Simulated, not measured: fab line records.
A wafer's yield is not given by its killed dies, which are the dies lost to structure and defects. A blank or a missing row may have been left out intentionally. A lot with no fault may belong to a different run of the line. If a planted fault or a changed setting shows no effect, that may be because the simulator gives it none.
Matching of chambers | flow n5 finfet | rie diel-03 running N5_BEOL_M2_ETCH_63: 4 sister chambers
The step etches SiARC in CF4, target depth 15.6 nm, time 26 s. 4 wafers are shown with their chamber, then 7 later ones without.

EACH WAFER AND ITS CHAMBER
wafer  | chamber | drypump motor current A (A)
L082.6 | 1       | 6.5
L089.2 | 0       | 5.0
L089.3 | 2       | 4.8
L092.4 | 3       | 6.5

WAFERS MISSING THEIR CHAMBER
wafer  | drypump motor current A (A)
L092.6 | 4.8
L093.1 | 6.6
L093.3 | 5.0
L093.5 | 5.0
L096.2 | 5.0
L096.4 | 5.0
L096.6 | 4.8

WHICH CHAMBER EACH ONE RAN IN
wafer  | from the rows above     | in truth
L092.6 | 2                       | 2
L093.1 | can't be placed: 1 or 3 | 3
L093.3 | 0                       | 0
L093.5 | 0                       | 0
L096.2 | 0                       | 0
L096.4 | 0                       | 0
L096.6 | 2                       | 2
6 of 7 placed correctly. Cannot be placed on the basis of these rows: 1; the candidates contain the true chamber in 1. Wrongly placed: 0.
How it was worked out, from the rows above alone: a wafer's distance from a chamber is the root of the sum, over the readings, of the square of ((its reading less the chamber's mean) divided by the reading's scatter). The wafer belongs to the nearest chamber; if the next one is less than 2 further off, it can't be placed. A chamber's mean is the mean of its shown wafers. The scatter: root of mean squared gap, hidden wafer to nearest shown wafer, with one shown wafer a chamber.
